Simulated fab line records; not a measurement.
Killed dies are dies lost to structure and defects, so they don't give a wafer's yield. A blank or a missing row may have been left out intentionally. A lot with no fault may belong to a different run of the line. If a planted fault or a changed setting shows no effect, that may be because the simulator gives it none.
fab line records | flow n5_finfet
record lots=9 | wafers=27 | last_day=18
route steps=1938 shown BEOL_M4@1111 MIM_TOP_LITHO@1848 PASS1_CAP@1873 TV_LITHO@1886 PASSIVATION@1930
lots that met no fault: from a run of the same line without faults
start_h: the number of hours between the record's first day and the start of the first shown wafer of the lot | wait_h: how many hours have passed since the lot's step before this one | " unchanged from the row above | L1.1+2: one row covering several wafers at once | - no value, or no start given | * or withheld: withheld | < > ~ a bound
route shown NAME@n: names a module that has steps shown in the file, with the first one's number in the route | usual: the fault-free wafers' mean and standard deviation | same: alike in all rows | chamber/n: place in a boat | sites: the reading at each site | _std_site: how widely they spread, as a standard deviation | _edge_site: the outer-site mean with the inner-site mean subtracted | radius_mm: how far each site lies from the wafer's centre | mask NAME#n: copy n | behind: the last tool/chamber to shape the wafer | hold: why the lot was held/for how many hours/how that ended | device: the n, p or np transistor that did not switch | end of line: tests run on the same wafers once the route is complete | a step given without rows: its recipe and nothing more | killed: not the wafer's yield, but the dies lost to structure and defects at the first sort | map: a wafer's dies, marking killed ones x, the rest . and places with no die _
set.NAME: the setting as run; set.NAME@STEP: as run at that earlier step | model.NAME: the simulator's own value behind a step, which no gauge read
one table for each step of the route and one row for each wafer, over a sample of lots
services: the hour from which a tool's chamber was out of use, counted from the record's first day as start_h (under 0 if before that day), plus the number of hours and why
## steps
# step N5_BEOL_M4_RC_MEAS_101
# usual DIBL_N=36.2/1.6 | DIBL_P=36.5/1.9 | IOFF_N=0.158/0.027 | IOFF_P=0.21/0.038 | ION_N=675/12 | ION_P=464/8.9 | SS_N=71.5/0.61 | SS_P=73.4/0.59 | VT_N=250.4/3 | VT_P=-250/3.6
lot.wafer | tool      | chamber | start_h | wait_h | DIBL_N[mV/V] | DIBL_P[mV/V] | IOFF_N[nA/um] | IOFF_P[nA/um] | ION_N[uA/um] | ION_P[uA/um] | SS_N[mV/dec] | SS_P[mV/dec] | VT_N[mV] | VT_P[mV]
L591.2    | prober-02 | 0       | 186.05  | 0.2    | 34.7         | 34.0         | 0.134         | 0.16          | 658          | 450          | 70.6         | 72.6         | 253.2    | -257
L591.3    | "         | 0       | "       | "      | 36.7         | 37.3         | 0.164         | 0.21          | 661          | 457          | 71.9         | 73.3         | 253.0    | -250
L591.6    | "         | 0       | "       | "      | 35.4         | 35.1         | 0.147         | 0.17          | 650          | 446          | 71.8         | 72.7         | 254.2    | -256
L592.1    | prober-02 | 0       | 192.78  | 0.0    | 37.8         | 36.5         | 0.156         | 0.20          | 672          | 455          | 70.3         | 73.7         | 252.7    | -250
L592.2    | "         | 0       | "       | "      | 37.4         | 37.5         | 0.165         | 0.21          | 676          | 462          | 71.3         | 73.5         | 248.5    | -248
L592.5    | "         | 0       | "       | "      | 35.7         | 34.7         | 0.122         | 0.17          | 653          | 452          | 70.5         | 72.9         | 254.3    | -253
L597.3    | prober-01 | 0       | 217.45  | 0.3    | 35.0         | 35.7         | 0.139         | 0.19          | 672          | 468          | 71.4         | 73.3         | 252.1    | -252
L597.4    | "         | 0       | "       | "      | 35.1         | 35.6         | 0.144         | 0.20          | 683          | 468          | 71.3         | 72.9         | 252.2    | -251
L597.6    | "         | 0       | "       | "      | 34.2         | 33.3         | 0.128         | 0.17          | 671          | 462          | 70.5         | 73.1         | 254.2    | -252
L596.1    | prober-02 | 0       | 218.98  | 0.0    | 37.6         | 38.5         | 0.184         | 0.24          | 698          | 475          | 72.1         | 73.9         | 245.7    | -249
L596.3    | "         | 0       | "       | "      | 35.8         | 37.4         | 0.158         | 0.22          | 686          | 467          | 71.1         | 73.5         | 250.7    | -249
L596.5    | "         | 0       | "       | "      | 35.6         | 37.4         | 0.165         | 0.22          | 696          | 477          | 71.1         | 73.4         | 247.4    | -248
L606.2    | prober-01 | 0       | 276.87  | 0.2    | 37.6         | 39.8         | 0.205         | 0.24          | 676          | 460          | 72.9         | 74.1         | 246.6    | -249
L606.4    | "         | 0       | "       | "      | 35.3         | 38.0         | 0.153         | 0.21          | 669          | 462          | 71.9         | 74.0         | 252.0    | -251
L606.6    | "         | 0       | "       | "      | 34.3         | 36.5         | 0.132         | 0.18          | 658          | 459          | 71.9         | 73.4         | 253.2    | -253
L604.3    | prober-01 | 0       | 279.92  | 0.3    | 36.6         | 37.1         | 0.172         | 0.21          | 666          | 463          | 72.4         | 72.5         | 249.4    | -252
L604.5    | "         | 0       | "       | "      | 37.2         | 37.6         | 0.176         | 0.22          | 669          | 458          | 72.7         | 74.3         | 250.6    | -252
L604.6    | "         | 0       | "       | "      | 35.2         | 36.7         | 0.142         | 0.20          | 673          | 462          | 71.5         | 73.6         | 252.4    | -253
L608.1    | prober-02 | 0       | 302.58  | 0.0    | 35.7         | 35.7         | 0.158         | 0.18          | 677          | 459          | 71.2         | 72.7         | 248.8    | -254
L608.3    | "         | 0       | "       | "      | 36.8         | 38.1         | 0.175         | 0.23          | 666          | 457          | 71.6         | 73.8         | 247.5    | -250
L608.6    | "         | 0       | "       | "      | 35.6         | 36.5         | 0.165         | 0.20          | 677          | 468          | 71.4         | 72.8         | 248.2    | -251
L610.1    | prober-01 | 0       | 313.01  | 0.0    | 38.4         | 38.9         | 0.223         | 0.30          | 690          | 478          | 73.0         | 74.6         | 246.9    | -245
L610.3    | "         | 0       | "       | "      | 36.2         | 36.3         | 0.157         | 0.23          | 666          | 461          | 71.9         | 73.7         | 252.2    | -248
L610.6    | "         | 0       | "       | "      | 36.0         | 35.3         | 0.158         | 0.21          | 675          | 461          | 71.6         | 72.9         | 252.8    | -252
L609.1    | prober-02 | 0       | 320.57  | 0.0    | 35.0         | 34.8         | 0.149         | 0.22          | 664          | 463          | 71.1         | 72.8         | 250.4    | -248
L609.4    | "         | 0       | "       | "      | 34.2         | 34.5         | 0.141         | 0.22          | 686          | 482          | 70.4         | 73.0         | 249.9    | -248
L609.5    | "         | 0       | "       | "      | 32.9         | 33.3         | 0.116         | 0.19          | 666          | 469          | 71.3         | 73.1         | 252.7    | -251
# step N5_MIM_TOP_LITHO_OVL_MEAS_11
# recipe points_per_wafer=44
# usual MIM_TOP_OVL=0/5.5
lot.wafer | tool       | chamber | start_h | wait_h | MIM_TOP_OVL[nm]
L591.2    | overlay-02 | 0       | 290.23  | 0.0    | -7
L591.3    | "          | 0       | "       | "      | 1
L591.6    | "          | 0       | "       | "      | -5
L592.1    | overlay-02 | 0       | 303.64  | 0.0    | 6
L592.2    | "          | 0       | "       | "      | 1
L592.5    | "          | 0       | "       | "      | -9
L596.1    | overlay-01 | 0       | 326.50  | 0.0    | -4
L596.3    | "          | 0       | "       | "      | -8
L596.5    | "          | 0       | "       | "      | -7
L597.3    | overlay-02 | 0       | 326.54  | 0.0    | -3
L597.4    | "          | 0       | "       | "      | 2
L597.6    | "          | 0       | "       | "      | 0
L606.2    | overlay-01 | 0       | 375.80  | 0.0    | 6
L606.4    | "          | 0       | "       | "      | -8
L606.6    | "          | 0       | "       | "      | 1
L604.3    | overlay-01 | 0       | 377.25  | 0.0    | -11
L604.5    | "          | 0       | "       | "      | -1
L604.6    | "          | 0       | "       | "      | -7
L608.1    | overlay-01 | 0       | 410.92  | 0.0    | 4
L608.3    | "          | 0       | "       | "      | 1
L608.6    | "          | 0       | "       | "      | -3
L610.1    | overlay-01 | 0       | 416.14  | 0.0    | 7
L610.3    | "          | 0       | "       | "      | 9
L610.6    | "          | 0       | "       | "      | 3
L609.1    | overlay-02 | 0       | 426.98  | 0.0    | 5
L609.4    | "          | 0       | "       | "      | 3
L609.5    | "          | 0       | "       | "      | 4
# step N5_PASSIVATION_PECVD_55
# recipe material=SiO2 | target_thk_a=4000 | temp_c=400 | precursor=SiH4/N2O | pressure_torr=2.7 | rf_w=608 | time_s=22.5
# usual heater_power_w=649/86 | showerhead_plenum_p_Torr=8.12/0.085 | throttle_valve_pct=50.7/2.3
lot.wafer | tool     | chamber | start_h | wait_h | heater_power_w | showerhead_plenum_p_Torr | throttle_valve_pct
L591.2    | pecvd-03 | 2       | 291.99  | 0.0    | 657            | 8.19                     | 47.9
L591.3    | "        | 1       | "       | "      | 735            | 8.04                     | 51.9
L591.6    | "        | 2       | "       | "      | 522            | 8.18                     | 47.9
L592.1    | pecvd-04 | 2       | 305.48  | 0.0    | 527            | 8.25                     | 46.8
L592.2    | "        | 1       | "       | "      | 594            | 8.03                     | 51.8
L592.5    | "        | 0       | "       | "      | 726            | 8.16                     | 54.8
L596.1    | pecvd-03 | 0       | 328.33  | 0.0    | 787            | 8.08                     | 50.5
L596.3    | "        | 1       | "       | "      | 687            | 8.04                     | 51.9
L596.5    | "        | 1       | "       | "      | 710            | 8.04                     | 51.8
L597.3    | pecvd-04 | 0       | 328.77  | 0.0    | 660            | 8.17                     | 55.1
L597.4    | "        | 0       | "       | "      | 691            | 8.17                     | 54.7
L597.6    | "        | 1       | "       | "      | 499            | 8.01                     | 52.1
L606.2    | pecvd-04 | 0       | 377.70  | 0.0    | 746            | 8.18                     | 55.3
L606.4    | "        | 0       | "       | "      | 766            | 8.18                     | 55.2
L606.6    | "        | 1       | "       | "      | 553            | 8.01                     | 51.8
L604.3    | pecvd-03 | 0       | 379.04  | 0.0    | 780            | 8.07                     | 50.5
L604.5    | "        | 0       | "       | "      | 774            | 8.08                     | 50.2
L604.6    | "        | 1       | "       | "      | 686            | 8.03                     | 51.6
L608.1    | pecvd-04 | 2       | 413.21  | 0.0    | 541            | 8.26                     | 47.7
L608.3    | "        | 0       | "       | "      | 720            | 8.18                     | 55.7
L608.6    | "        | 2       | "       | "      | 544            | 8.25                     | 47.9
L610.1    | pecvd-03 | 0       | 418.52  | 0.0    | 678            | 8.03                     | 50.3
L610.3    | "        | 1       | "       | "      | 748            | 8.01                     | 51.8
L610.6    | "        | 1       | "       | "      | 587            | 8.01                     | 51.9
L609.1    | pecvd-04 | 2       | 428.95  | 0.0    | 460            | 8.25                     | 47.8
L609.4    | "        | 1       | "       | "      | 546            | 8.01                     | 51.8
L609.5    | "        | 2       | "       | "      | 503            | 8.24                     | 47.6
# step N5_PASSIVATION_DESCUM_12
# recipe chemistry=O2 | time_s=7.9 | source_power_w=50 | bias_power_w=20 | pressure_mtorr=20 | rf_frequency_hz=2.712e+07 | temp_c=40 | o2_flow_sccm=225
# usual drypump_motor_current_A=5.7/0.58 | oes_product_au=0.80/0.09 | rf_vpp_V=242.8/1.4 | showerhead_plenum_p_Torr=2.09/0.064 | throttle_valve_pct=20.40/0.24
lot.wafer | tool        | chamber | start_h | wait_h | drypump_motor_current_A | oes_product_au | rf_hours_counter_h | rf_vpp_V | showerhead_plenum_p_Torr | throttle_valve_pct
L591.2    | rie_diel-01 | 1       | 298.42  | 0.0    | 4.8                     | 0.68           | 228                | 243.0    | 2.14                     | 20.36
L591.3    | "           | 2       | "       | "      | 6.0                     | 0.76           | 121                | 245.1    | 2.08                     | 20.33
L591.6    | "           | 0       | "       | "      | 5.2                     | 0.75           | -                  | 243.9    | 2.08                     | 20.79
L592.1    | rie_diel-06 | 2       | 306.07  | 0.1    | 4.9                     | 0.86           | 70                 | 242.1    | 2.04                     | 20.02
L592.2    | "           | 1       | "       | "      | 5.1                     | 0.70           | 248                | 242.2    | 2.07                     | 20.54
L592.5    | "           | 2       | "       | "      | 4.9                     | 0.84           | -                  | 241.6    | 2.04                     | 20.04
L596.1    | rie_diel-06 | 2       | 328.81  | 0.0    | 5.0                     | 0.84           | 78                 | 241.7    | 2.03                     | 20.02
L596.3    | "           | 3       | "       | "      | 5.7                     | 0.76           | 148                | 245.6    | 2.18                     | 20.37
L596.5    | "           | 2       | "       | "      | 5.0                     | 0.85           | -                  | 242.3    | 2.03                     | 20.04
L597.3    | rie_diel-01 | 1       | 329.97  | 0.0    | 4.8                     | 0.68           | 238                | 244.7    | 2.13                     | 20.40
L597.4    | "           | 0       | "       | "      | 5.2                     | 0.73           | 190                | 243.2    | 2.08                     | 20.80
L597.6    | "           | 0       | "       | "      | 5.2                     | 0.73           | -                  | 243.2    | 2.08                     | 20.80
L606.2    | rie_diel-03 | 3       | 379.23  | 0.2    | 5.4                     | 0.92           | 11                 | 243.5    | 2.16                     | 20.50
L606.4    | "           | 0       | "       | "      | 6.5                     | 0.88           | 54                 | 242.9    | 2.14                     | 20.15
L606.6    | "           | 0       | "       | "      | 6.5                     | 0.87           | -                  | 244.1    | 2.14                     | 20.15
L604.3    | rie_diel-06 | 0       | 379.73  | 0.0    | 6.2                     | 0.70           | 229                | 239.6    | 1.98                     | 20.67
L604.5    | "           | 2       | "       | "      | 5.0                     | 0.83           | -                  | 241.7    | 2.03                     | 20.06
L604.6    | "           | 1       | "       | "      | 5.1                     | 0.94           | -                  | 243.1    | 2.06                     | 20.18
L608.1    | rie_diel-03 | 0       | 416.52  | 0.0    | 6.5                     | 0.86           | 64                 | 243.6    | 2.14                     | 20.17
L608.3    | "           | 1       | "       | "      | 5.7                     | 0.83           | 90                 | 243.8    | 2.12                     | 20.32
L608.6    | "           | 2       | "       | "      | 6.6                     | 0.86           | -                  | 240.3    | 2.05                     | 20.42
L610.1    | rie_diel-06 | 1       | 422.70  | 0.2    | 5.0                     | 0.91           | 25                 | 242.6    | 2.06                     | 20.19
L610.3    | "           | 2       | "       | "      | 4.9                     | 0.81           | 105                | 243.1    | 2.02                     | 20.08
L610.6    | "           | 3       | "       | "      | 5.7                     | 0.73           | -                  | 245.9    | 2.17                     | 20.41
L609.1    | rie_diel-06 | 1       | 431.55  | 0.0    | 5.1                     | 0.91           | 27                 | 241.8    | 2.06                     | 20.20
L609.4    | "           | 0       | "       | "      | 6.2                     | 0.70           | 243                | 241.5    | 1.97                     | 20.68
L609.5    | "           | 1       | "       | "      | 5.0                     | 0.90           | -                  | 242.4    | 2.06                     | 20.20
# step N5_PASSIVATION_ETCH_54
# recipe chemistry=CHF3/O2 | target=SiO2 | target_depth_a=8800 | CHF3_flow_sccm=50 | O2_flow_sccm=5 | Ar_flow_sccm=200 | time_s=440 | mask_material=PR | pressure_mtorr=30 | source_w=650 | bias_w=170 | ion_energy_ev=200
# usual O2_flow_sccm=5.002/0.014 | drypump_motor_current_A=5.7/0.4 | oes_product_au=0.82/0.063 | rf_vpp_V=528/11 | showerhead_plenum_p_Torr=2.41/0.074 | throttle_valve_pct=18.62/0.18
lot.wafer | tool        | chamber | start_h | wait_h | O2_flow_sccm | drypump_motor_current_A | oes_product_au | rf_hours_counter_h | rf_vpp_V | showerhead_plenum_p_Torr | throttle_valve_pct
L591.2    | rie_diel-02 | 0       | 302.25  | 0.1    | 4.976        | 5.8                     | 0.71           | 231                | 540      | 2.28                     | 18.82
L591.3    | "           | 2       | "       | "      | 5.018        | 6.2                     | 0.77           | 117                | 509      | 2.50                     | 18.58
L591.6    | "           | 2       | "       | "      | 4.992        | 6.2                     | 0.78           | -                  | 509      | 2.50                     | 18.59
L592.1    | rie_diel-04 | 1       | 310.70  | 0.1    | 5.002        | 5.4                     | 0.82           | 89                 | 531      | 2.43                     | 18.67
L592.2    | "           | 0       | "       | "      | 5.013        | 5.2                     | 0.84           | 45                 | 542      | 2.35                     | 18.28
L592.5    | "           | 2       | "       | "      | 5.021        | 5.8                     | 0.92           | -                  | 527      | 2.35                     | 18.63
L596.1    | rie_diel-04 | 2       | 333.56  | 0.1    | 5.033        | 5.8                     | 0.91           | 38                 | 527      | 2.35                     | 18.66
L596.3    | "           | 0       | "       | "      | 5.012        | 5.2                     | 0.83           | 53                 | 540      | 2.35                     | 18.29
L596.5    | "           | 0       | "       | "      | 5.002        | 5.2                     | 0.84           | -                  | 543      | 2.35                     | 18.28
L597.3    | rie_diel-04 | 2       | 334.35  | 0.1    | 5.013        | 5.8                     | 0.82           | 39                 | 527      | 2.35                     | 18.65
L597.4    | "           | 2       | "       | "      | 5.002        | 5.8                     | 0.82           | -                  | 526      | 2.35                     | 18.64
L597.6    | "           | 1       | "       | "      | 5.014        | 5.4                     | 0.81           | -                  | 529      | 2.42                     | 18.69
L606.2    | rie_diel-05 | 2       | 382.95  | 0.1    | 5.020        | 6.5                     | 0.86           | 48                 | 514      | 2.46                     | 18.89
L606.4    | "           | 1       | "       | "      | 5.026        | 5.6                     | 0.77           | 115                | 522      | 2.32                     | 18.87
L606.6    | "           | 3       | "       | "      | 4.992        | 5.2                     | 0.81           | -                  | 525      | 2.53                     | 18.77
L604.3    | rie_diel-02 | 3       | 387.97  | 0.1    | 4.999        | 5.7                     | 0.79           | 87                 | 543      | 2.43                     | 18.53
L604.5    | "           | 1       | "       | "      | 4.996        | 5.2                     | 0.78           | -                  | 523      | 2.41                     | 18.72
L604.6    | "           | 0       | "       | "      | 5.010        | 5.8                     | 0.99           | -                  | 548      | 2.56                     | 18.42
L608.1    | rie_diel-02 | 3       | 420.01  | 0.1    | 4.997        | 5.7                     | 0.79           | 98                 | 543      | 2.43                     | 18.54
L608.3    | "           | 0       | "       | "      | 5.010        | 5.8                     | 0.95           | 13                 | 549      | 2.56                     | 18.45
L608.6    | "           | 3       | "       | "      | 5.002        | 5.7                     | 0.79           | -                  | 542      | 2.43                     | 18.53
L610.1    | rie_diel-05 | 2       | 426.75  | 0.1    | 4.980        | 6.6                     | 0.85           | 63                 | 516      | 2.45                     | 18.90
L610.3    | "           | 3       | "       | "      | 4.995        | 5.2                     | 0.79           | 114                | 526      | 2.53                     | 18.81
L610.6    | "           | 0       | "       | "      | 4.999        | 5.8                     | 0.80           | -                  | 516      | 2.32                     | 18.71
L609.1    | rie_diel-05 | 3       | 435.46  | 0.1    | 5.007        | 5.2                     | 0.79           | 118                | 525      | 2.52                     | 18.82
L609.4    | "           | 1       | "       | "      | 5.007        | 5.6                     | 0.75           | 133                | 522      | 2.31                     | 18.88
L609.5    | "           | 3       | "       | "      | 4.994        | 5.2                     | 0.79           | -                  | 526      | 2.52                     | 18.81
# step N5_PASSIVATION_PROBE_49
# usual defect_limited_yield=91.3/1.7 | killed_at_M0_to_M3=33/11 | killed_at_M4_up=14/5.5 | killed_at_contacts=13/6.5 | killed_at_front_end=39/13 | killed_at_other=3.4/2.9 | killed_dies=103/20 | killed_on_rim=14/4.3 | killed_open=69/15 | killed_short=32/8.1 | sort_bin_5_function=5.1/1.1 | sort_bin_6_memory=3.3/0.74 | sort_bin_8_speed=0.00/0.014 | sort_n_pass=1077/20 | sort_yield_pct=91.3/1.7
# same gross_dies=1180 | killed_at_back_side=0 | sort_bin_4_leakage[%]=0
lot.wafer | tool      | chamber | start_h | wait_h | defect_limited_yield[%] | killed_at_M0_to_M3 | killed_at_M4_up | killed_at_contacts | killed_at_front_end | killed_at_other | killed_dies | killed_on_rim | killed_open | killed_short | sort_bin_5_function[%] | sort_bin_6_memory[%] | sort_bin_8_speed[%] | sort_n_pass | sort_yield_pct[%]
L597.3    | prober-02 | -       | 337.82  | 0.1    | 0                       | 50                 | 18              | 5                  | 27                  | 1080            | 1180        | 152           | 62          | 42           | 96.5                   | 3.1                  | 0                   | 0           | 0
L597.4    | prober-02 | -       | 337.87  | 0.2    | 0                       | 44                 | 11              | 8                  | 28                  | 1089            | 1180        | 152           | 54          | 38           | 96.6                   | 2.7                  | 0                   | 0           | 0
L597.6    | prober-02 | -       | 337.97  | 0.3    | 90.9                    | 51                 | 13              | 10                 | 31                  | 2               | 107         | 13            | 73          | 34           | 5.3                    | 3.3                  | 0                   | 1073        | 90.9
# killed by level:class
L597.3 PASSIVATION:area_etch=1076 BEOL_M0_SAQP:geometric_particle:short=16 BEOL_M4:geometric_particle:open=11 BEOL_M0_SAQP:geometric_particle:open=10 BEOL_M3:geometric_particle:open=8 ILD0:geometric_particle:short=6 BEOL_M2:geometric_particle:open=6 MOL_CONTACT_COAG:geometric_particle:open=4
L597.4 PASSIVATION:area_etch=1088 BEOL_M0_SAQP:geometric_particle:short=14 BEOL_M3:geometric_particle:open=9 BEOL_M0_SAQP:geometric_particle:open=8 FIN_SAQP:geometric_particle:open=6 BEOL_M1:geometric_particle:open=5 MOL_CONTACT_COAG:geometric_particle:open=4 MOL_CONTACT_COAG:geometric_particle:short=4
L597.6 MOL_CONTACT_COAG:geometric_particle:open=9 BEOL_M3:geometric_particle:open=9 BEOL_M0_SAQP:geometric_particle:open=8 BEOL_M0_SAQP:geometric_particle:short=8 BEOL_M2:geometric_particle:open=8 ILD0:geometric_particle:open=6 BEOL_M3:geometric_particle:short=6 STI_FIN_REVEAL:geometric_particle:open=4
## services
tool        | chamber | start_h | hours | kind
pecvd-04    | -       | 284.97  | 2.8   | pm
rie_diel-06 | 1       | 290.13  | 8.6   | repair
rie_diel-01 | -       | 294.76  | 1.2   | repair
pecvd-03    | 0       | 296.46  | 5.5   | scheduled_down
rie_diel-04 | 3       | 302.35  | 11.0  | repair
rie_diel-05 | -       | 312.36  | 2.8   | pm
rie_diel-06 | 1       | 312.47  | -     | clean
rie_diel-06 | 1       | 312.47  | -     | consumable_replace:focus_ring
rie_diel-06 | 1       | 312.47  | 21.9  | scheduled_down
rie_diel-06 | 1       | 312.47  | 21.9  | vent_cycle
rie_diel-04 | -       | 337.78  | 6.8   | repair
pecvd-03    | 1       | 339.16  | 4.0   | repair
rie_diel-02 | -       | 344.64  | 0.3   | repair
rie_diel-05 | 3       | 351.58  | 8.8   | repair
rie_diel-03 | -       | 357.61  | 13.2  | repair
rie_diel-06 | -       | 363.75  | 0.3   | repair
rie_diel-05 | 2       | 364.74  | 10.6  | repair
pecvd-04    | 2       | 366.19  | 5.5   | scheduled_down
pecvd-03    | 2       | 375.50  | 2.1   | scheduled_down
pecvd-03    | 0       | 393.85  | 5.0   | scheduled_down
rie_diel-04 | -       | 406.79  | 0.3   | repair
pecvd-04    | 0       | 415.49  | -     | clean
rie_diel-01 | -       | 420.51  | 2.8   | pm
rie_diel-06 | 3       | 431.81  | 5.8   | repair
## key
first_sign step=N5_PASSIVATION_PROBE_49 | reading=killed_at_other | direction=up | sigmas=99+ | usual=3.4 | struck=1084.5
effect step=N5_PASSIVATION_PROBE_49 | reading=sort_bin_5_function | direction=up | sigmas=84 | usual=5.1 | struck=96.6
more_kills_born_at N5_PASSIVATION_ETCH_54@rie_diel-04=2164
met_at N5_PASSIVATION_ETCH_54
struck_lots L597
struck_wafers L597.3,L597.4
later_rows_left_out L597.3,L597.4
not_acting_at N5_MIM_TOP_LITHO_OVL_MEAS_11,N5_PASSIVATION_PECVD_55,N5_PASSIVATION_DESCUM_12
onset_between 333.56 334.35
fault kind=process_parameter_drift | tool=rie_diel-04 | chamber=2 | onset_h=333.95 | steps=N5_PASSIVATION_ETCH_54 | channel=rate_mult | offset=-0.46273 | shape=step
# later_rows_left_out: the simulator's readings of these wafers behind a module that went badly wrong aren't trusted and aren't shown, but for the sort
